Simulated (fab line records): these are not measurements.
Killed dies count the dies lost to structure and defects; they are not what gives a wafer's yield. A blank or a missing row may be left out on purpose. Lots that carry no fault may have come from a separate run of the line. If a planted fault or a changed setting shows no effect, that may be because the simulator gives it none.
Split-lot trial | flow n5-finfet | 21 wafers read from 7 lots, route of 1938 steps

== ON THE SPLIT ==
At N5_HKMG_FIN_ETCH_86 (etches SOC in N2/H2, stops on TiN, target depth 393.2 nm), the setting target-depth-a was moved away from the recipe's 3932 angstrom on 6 of the 21 wafers read, by -10.3% to +6.9%. The other wafers ran this setting at the recipe's value.

The reading is taken at the split's own step.

== THE READING ==
SOC_of_HKMG_FIN_COAT_85.thk-nm (the simulator's own value, which no gauge read), in nm, at N5_HKMG_FIN_ETCH_86 (etches SOC in N2/H2, stops on TiN, target depth 393.2 nm). There is no usual value for it anywhere in the file. Here, 15 wafers ran the recipe; their average is 17.4 nm with a standard deviation of 3 nm.

wafer  | tool, chamber at the split | target-depth-a as run, angstrom | against the recipe | SOC_of_HKMG_FIN_COAT_85.thk-nm, nm | against lot-mates on the recipe
L077.1 | rie-diel-05, 1             | 3932                            | recipe             | 13.6                               | -
L077.5 | rie-diel-05, 1             | 3932                            | recipe             | 13.6                               | -
L077.2 | rie-diel-05, 0             | 3932                            | recipe             | 19                                 | -
L078.1 | rie-diel-05, 2             | 3932                            | recipe             | 20.6                               | -
L078.4 | rie-diel-05, 1             | 3932                            | recipe             | 13.8                               | -
L078.6 | rie-diel-05, 1             | 3932                            | recipe             | 13.8                               | -
L086.2 | rie-diel-06, 0             | 3932                            | recipe             | 21.8                               | -
L086.4 | rie-diel-06, 2             | 3932                            | recipe             | 18                                 | -
L086.5 | rie-diel-06, 2             | 3932                            | recipe             | 18                                 | -
L087.2 | rie-diel-06, 0             | 3932                            | recipe             | 22                                 | -
L087.3 | rie-diel-06, 3             | 3528                            | -10.3%             | 45.4                               | +23.4
L087.5 | rie-diel-06, 3             | 3528                            | -10.3%             | 45.4                               | +23.4
L093.1 | rie-diel-06, 3             | 3691                            | -6.1%              | 33.8                               | +15.2
L093.6 | rie-diel-06, 3             | 3691                            | -6.1%              | 33.8                               | +15.2
L093.2 | rie-diel-06, 2             | 3932                            | recipe             | 18.6                               | -
L094.3 | rie-diel-04, 1             | 3932                            | recipe             | 21.2                               | -
L094.4 | rie-diel-04, 2             | 3932                            | recipe             | 17.4                               | -
L094.5 | rie-diel-04, 3             | 4205                            | +6.9%              | 8.6                                | -10.7
L097.3 | rie-diel-05, 1             | 3932                            | recipe             | 15.2                               | -
L097.4 | rie-diel-05, 1             | 3594                            | -8.6%              | 39.8                               | +24.7
L097.6 | rie-diel-05, 0             | 3932                            | recipe             | 15                                 | -

FIT RESULTS
A straight line over all 21 wafers: SOC_of_HKMG_FIN_COAT_85.thk-nm changes by -2.45 nm for each +1% of target-depth-a; r = -0.95; the points scatter about the line by 3.3 nm.
The same after taking each lot's own level away (the mean of its wafers on the recipe; 21 wafers): -2.29 nm for each +1%; r = -0.97; scatter 2.5 nm.
That fit puts the effect of the largest move of target-depth-a on the reading at 23 nm.
The span of the lots' own levels, 15.10 to 22.00 nm, comes to 2.3 times the standard deviation stated above.
Hence the lot-to-lot level has little effect on the slope; both slopes agree.
Check: with one of the wafers moved furthest among these (-10.3%) left out of the fit, the line predicts +24.3 nm for it against its lot-mates. Against them it came out at +23.4 nm.

== OTHER SPLITS APPLIED TO THESE WAFERS ==
These wafers also went through other splits before the reading. Each is held against what the fit with the lots' levels taken away leaves over:
other split on the same wafers       | wafers away from the commonest value | r with SOC_of_HKMG_FIN_COAT_85.thk-nm (lot level and that fit taken away)
N5_FIN_CUT_ETCH_21 time-s            | 4                                    | -0.43
N5_DUMMY_GATE_HM_DEP_06 time-s       | 12                                   | +0.07
N5_SD_EPI_N_ETCH_45 target-depth-a   | 5                                    | +0.07
N5_SD_EPI_N_EPI_21 epi-growth-time-s | 7                                    | -0.04
N5_SDB_COAT_03 spin-rpm              | 9                                    | +0.38
N5_HKMG_FIN_ETCH_35 time-s           | 4                                    | +0.04

== THE FILE'S OWN FIT ==
SOC_of_HKMG_FIN_COAT_85.thk-nm changes by -2.34 nm for each +1% of target-depth-a, r = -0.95.
